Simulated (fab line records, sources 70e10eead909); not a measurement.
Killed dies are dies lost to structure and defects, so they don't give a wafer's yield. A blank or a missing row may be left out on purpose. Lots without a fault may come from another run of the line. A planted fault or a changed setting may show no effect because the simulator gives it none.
fab line records | flow nand_harc | part 2 of 2: steps 27 to 39 of 39
record lots=5 wafers=15 last_day=31
route steps=1302 shown P_BONDPAD@377 A_START@389 A_ZERO_WELL@390 A_SOURCE_PLATE@413
lots that met no fault: from a run of the same line without faults
start_h: hours from the record's first day to the start of the lot's first wafer shown | wait_h: hours since the lot's step before | " the same as in the row above | L1.1+2: a row that stands for several wafers | - no value, or no start given | * or withheld: withheld | < > ~ a bound
route shown NAME@n: a module of which the file shows steps, and the number in the route of the first | usual: mean/standard deviation of fault-free wafers | same: alike in all rows | chamber/n: place in a boat | sites: the reading at each site | _std_site: their standard deviation | _edge_site: outer sites' mean less inner sites' | radius_mm: how far each site lies from the wafer's centre | mask NAME#n: copy n | behind: the tool/chamber that last shaped the wafer | hold: why the lot was held/for how many hours/how that ended | device: the transistor (n, p or np) that didn't switch | end of line: the same wafers' tests at the end of the route | a step without rows: its recipe alone | killed: dies lost to structure and defects at the first sort, not the wafer's yield | map: a wafer's dies, x killed, . not, _ none there
set.NAME: the setting as run; set.NAME@STEP: as run at that earlier step | model.NAME: the simulator's own value behind a step, which no gauge read
lots at some steps of the route; a table a step, a row a wafer
services: from which hour (start_h, from the record's first day; less than 0 if before it) a tool's chamber was out of use, for how many hours, and why
## steps
# step NHARC_A_ZERO_WELL_ETCH_13
# recipe target_depth_a=1200 time_s=40.1 hbr_flow_sccm=150 cl2_flow_sccm=50 rf_w=400 icp_w=400 bias_w=100 chemistry=HBr/Cl2
# usual drypump_motor_current_A=5.8/0.45 oes_product_au=0.999/0.0095 throttle_valve_pct=26.405/0.0092
# columns lot.wafer tool chamber start_h wait_h drypump_motor_current_A oes_product_au rf_hours_counter_h throttle_valve_pct
L078.1 rie_si-04 0 181.27 - 6.8 1.007 0.0 26.396
L078.4 " 3 " " 5.7 0.991 0.0 26.398
L078.5 " 0 " " 6.7 1.002 - 26.401
L080.1 rie_si-02 3 201.91 - 5.7 1.016 0.5 26.402
L080.2 " 0 " " 5.7 1.015 0.6 26.419
L080.4 " 1 " " 5.6 0.990 0.7 26.395
L081.2 rie_si-04 0 203.59 - 6.7 1.010 0.2 26.404
L081.4 " 0 " " 6.8 0.996 - 26.394
L081.5 " 2 " " 6.0 1.013 - 26.412
L086.4 rie_si-02 2 262.11 - 5.0 0.988 0.9 26.393
L086.1 " 0 " " 5.7 1.004 1.1 26.389
L086.5 " 2 " " 4.9 0.998 - 26.410
L093.1 rie_si-04 2 324.53 - 6.0 1.011 1.0 26.413
L093.4 " 3 " " 5.7 1.007 0.9 26.400
L093.6 " 1 " " 5.9 1.003 - 26.405
# step NHARC_A_ZERO_WELL_STRIP_14
# recipe time_s=900 temp_c=130 chemistry=SPM
# columns lot.wafer tool chamber start_h wait_h
L078.1+5+4 wet_bench-03 3,4,5 181.44 -
L080.4+1+2 wet_bench-07 3,5,6 202.08 -
L081.5+4+2 wet_bench-07 4,6,7 203.75 -
L086.4+5+1 wet_bench-03 2,4,6 262.25 -
L093.6+1+4 wet_bench-07 2,3,4 324.68 -
# step NHARC_A_ZERO_WELL_IMPLANT_15
# recipe energy_kev=150 dose_cm2=1e+13 tilt_deg=7
# columns lot.wafer tool chamber start_h wait_h
L078.1+4+5 implanter-02 0 181.83 0.1
L080.1+2+4 implanter-01 0 202.47 0.1
L081.2+4+5 implanter-01 0 204.19 0.1
L086.1+4+5 implanter-01 0 262.65 0.1
L093.1+4+6 implanter-01 0 325.06 0.1
# step NHARC_A_ZERO_WELL_PRECLEAN_22
# recipe time_s=60 temp_c=50 bath_age_min=0 chemistry=SC1
# columns lot.wafer tool chamber start_h wait_h
L078.1+5+4 wet_bench-03 5,6,0 182.05 0.2
L080.4+2+1 wet_bench-07 0,1,5 202.68 0.1
L081.2+4+5 wet_bench-07 0,1,4 204.37 0.2
L086.4+1+5 wet_bench-07 5,7,0 262.87 0.1
L093.6+4+1 wet_bench-03 7,0,2 325.28 0.0
# step NHARC_A_ZERO_WELL_SRD_23
# columns lot.wafer tool chamber start_h wait_h
L078.1+5+4 wet_bench-03 5,6,0 - -
L080.4+2+1 wet_bench-07 0,1,5 - -
L081.2+4+5 wet_bench-07 0,1,4 - -
L086.4+1+5 wet_bench-07 5,7,0 - -
L093.6+4+1 wet_bench-03 7,0,2 - -
# step NHARC_A_ZERO_WELL_RTA_16
# recipe temp_c=1000 time_s=10
# usual lamp_power_pct=30.5/1.6 lamp_zone_2_pct=30.5/1.7 lamp_zone_5_pct=30.5/1.6 lamp_zone_6_pct=30.4/1.6 wafer_temp_C_max=1003.5/0.99
# columns lot.wafer tool chamber start_h wait_h lamp_power_pct lamp_zone_2_pct lamp_zone_5_pct lamp_zone_6_pct wafer_temp_C_max
L078.1 rtp_anneal-01 0 182.18 - 31.4 31.4 31.4 31.4 1002.7
L078.4 " 0 " " 31.5 31.4 31.4 31.3 1004.2
L078.5 " 0 " " 31.4 31.4 31.5 31.4 1002.6
L080.1 rtp_anneal-01 0 202.81 - 31.4 31.5 31.5 31.4 1001.8
L080.2 " 0 " " 31.5 31.4 31.4 31.3 1003.9
L080.4 " 0 " " 31.4 31.5 31.5 31.4 1003.8
L081.2 rtp_anneal-02 0 204.53 - 27.6 27.6 27.5 27.5 1004.6
L081.4 " 0 " " 27.6 27.6 27.6 27.5 1003.7
L081.5 " 0 " " 27.5 27.6 27.6 27.5 1004.0
L086.1 rtp_anneal-01 0 263.00 - 31.4 31.4 31.4 31.4 1003.2
L086.4 " 0 " " 31.4 31.5 31.4 31.3 1003.6
L086.5 " 0 " " 31.4 31.4 31.4 31.4 1001.8
L093.1 rtp_anneal-01 0 325.41 - 31.4 31.4 31.3 31.3 1003.9
L093.4 " 0 " " 31.4 31.4 31.4 31.3 1003.4
L093.6 " 0 " " 31.4 31.3 31.4 31.3 1003.3
# step NHARC_A_ZERO_WELL_INSPECT_17
# usual raw_defect_count=10/4.1
# columns lot.wafer tool chamber start_h wait_h raw_defect_count
L078.1 defect_inspect-01 - 182.38 0.2 8
L078.4 " - " " 14
L078.5 " - " " 23
L080.1 defect_inspect-01 - 203.01 0.2 11
L080.2 " - " " 9
L080.4 " - " " 9
L081.2 defect_inspect-02 - 204.70 0.1 16
L081.4 " - " " 4
L081.5 " - " " 17
L086.1 defect_inspect-02 - 263.19 0.2 12
L086.4 " - " " 9
L086.5 " - " " 14
L093.1 defect_inspect-01 - 325.62 0.2 12
L093.4 " - " " 5
L093.6 " - " " 10
# step NHARC_A_SOURCE_PLATE_PRECLEAN_00
# recipe time_s=60 chemistry=HF-LAST
# columns lot.wafer tool chamber start_h wait_h
L078.1+4+5 wet_bench-04 2,4,5 182.43 0.1
L080.4+2+1 wet_bench-06 3,4,5 203.07 0.1
L081.4+2+5 wet_bench-06 4,5,6 204.77 0.1
L086.4+5+1 wet_bench-04 1,2,5 263.25 0.1
L093.4+6+1 wet_bench-02 6,7,1 325.68 0.0
# step NHARC_A_SOURCE_PLATE_SRD_01
# columns lot.wafer tool chamber start_h wait_h
L078.1+4+5 wet_bench-04 2,4,5 - -
L080.4+2+1 wet_bench-06 3,4,5 - -
L081.4+2+5 wet_bench-06 4,5,6 - -
L086.4+5+1 wet_bench-04 1,2,5 - -
L093.4+6+1 wet_bench-02 6,7,1 - -
# step NHARC_A_SOURCE_PLATE_OXIDE_02
# recipe target_thk_a=100 temp_c=900 ox_time_s=1362 material=SiO2
# usual spike_tc_bottom_C=918.5/2.3 spike_tc_upper_C=900.1/1.3
# columns lot.wafer tool chamber start_h wait_h spike_tc_bottom_C spike_tc_upper_C
L078.1 furnace-01 0 185.83 - 919.9 896.8
L078.4 " 0 " " 922.1 898.4
L078.5 " 0 " " 922.6 898.8
L080.1 furnace-05 0 209.18 - 916.9 899.6
L080.2 " 0 " " 916.2 901.5
L080.4 " 0 " " 918.1 901.8
L081.2 furnace-05 0 209.18 - 917.1 902.4
L081.4 " 0 " " 915.1 901.7
L081.5 " 0 " " 916.4 902.5
L086.1 furnace-05 0 266.44 - 919.1 900.4
L086.4 " 0 " " 917.1 901.5
L086.5 " 0 " " 916.5 899.8
L093.1 furnace-05 0 328.87 - 915.2 902.0
L093.4 " 0 " " 918.1 899.9
L093.6 " 0 " " 917.4 900.9
# step NHARC_A_SOURCE_PLATE_THK_MEAS_09
# recipe thk_meas_gauge=ellipsometry
# usual thk_nm=9.7/0.98
# columns lot.wafer tool chamber start_h wait_h thk_nm
L078.1 film_metro-02 - 189.86 0.4 9.8
L078.4 " - " " 7.9
L078.5 " - " " 9.5
L080.1 film_metro-02 - 213.28 0.4 7.2
L080.2 " - " " 10.9
L080.4 " - " " 8.3
L081.2 film_metro-01 - 213.28 0.4 8.5
L081.4 " - " " 10.2
L081.5 " - " " 9.8
L086.1 film_metro-02 - 270.48 0.4 11.6
L086.4 " - " " 9.1
L086.5 " - " " 10.2
L093.1 film_metro-01 - 332.93 0.4 11.9
L093.4 " - " " 9.9
L093.6 " - " " 10.0
# step NHARC_A_SOURCE_PLATE_PVD_04
# recipe target_thk_a=500 material=WSi2
# columns lot.wafer tool chamber start_h wait_h
L078.1+4+5 pvd_sputter-01 - 189.95 0.1
L080.2+4+1 pvd_sputter-02 - 213.35 0.1
L081.4+2+5 pvd_sputter-01 - 213.37 0.1
L086.1+4+5 pvd_sputter-01 - 270.54 0.1
L093.4+1+6 pvd_sputter-02 - 332.98 0.1
# step NHARC_A_SOURCE_PLATE_CVD_03
# recipe target_thk_a=2000 temp_c=620 pressure_mtorr=200 time_s=4000 material=poly-Si
# usual pressure_mtorr=200.0/0.4 spike_tc_bottom_C=642/3.1 spike_tc_upper_C=620.0/1
# columns lot.wafer tool chamber start_h wait_h pressure_mtorr spike_tc_bottom_C spike_tc_upper_C
L078.1 lpcvd_poly-04 0 192.34 - 199.4 644 619.9
L078.4 " 0 " " 199.4 646 619.9
L078.5 " 0 " " 200.6 645 618.9
L080.1 lpcvd_poly-03 0 215.85 - 200.2 642 621.6
L080.2 " 0 " " 199.2 646 619.4
L080.4 " 0 " " 199.8 645 619.0
L081.2 lpcvd_poly-03 0 215.85 - 200.3 643 620.8
L081.4 " 0 " " 200.2 643 620.3
L081.5 " 0 " " 199.9 642 619.1
L086.1 lpcvd_poly-04 0 272.96 - 200.3 647 621.8
L086.4 " 0 " " 200.2 644 618.9
L086.5 " 0 " " 199.8 645 620.8
L093.1 lpcvd_poly-02 0 335.52 - 200.5 636 621.5
L093.4 " 0 " " 200.7 638 618.9
L093.6 " 0 " " 200.7 640 620.5
## services
# columns tool chamber start_h hours kind
wet_bench-07 - 160.00 8.0 pm
rie_diel-10 2 160.15 16.9 repair
ecd_cu-01 - 160.37 8.0 pm
wet_bench-04 - 163.43 1.4 repair
wet_bench-04 - 177.42 2.8 repair
wet_bench-07 - 178.26 6.8 repair
rie_diel-08 3 184.47 3.8 repair
rie_diel-08 - 190.80 9.0 pm
wet_bench-06 - 193.62 8.0 pm
implanter-01 - 194.00 1.2 repair
rie_diel-10 0 204.64 2.4 repair
wet_bench-03 - 210.40 8.0 pm
rie_diel-08 3 211.20 6.9 repair
pvd_sputter-01 - 226.00 10.0 pm
litho_track-02 - 227.00 7.0 pm
wet_bench-04 - 227.20 8.0 pm
rie_diel-10 - 242.59 9.0 pm
wet_bench-06 - 248.87 1.6 repair
litho_track-07 - 251.00 7.0 pm
pvd_sputter-01 - 275.33 1.6 repair
wet_bench-08 - 294.40 8.0 pm
litho_track-05 - 299.00 7.0 pm
rie_diel-10 0 312.85 10.2 repair
implanter-01 - 327.06 13.0 pm
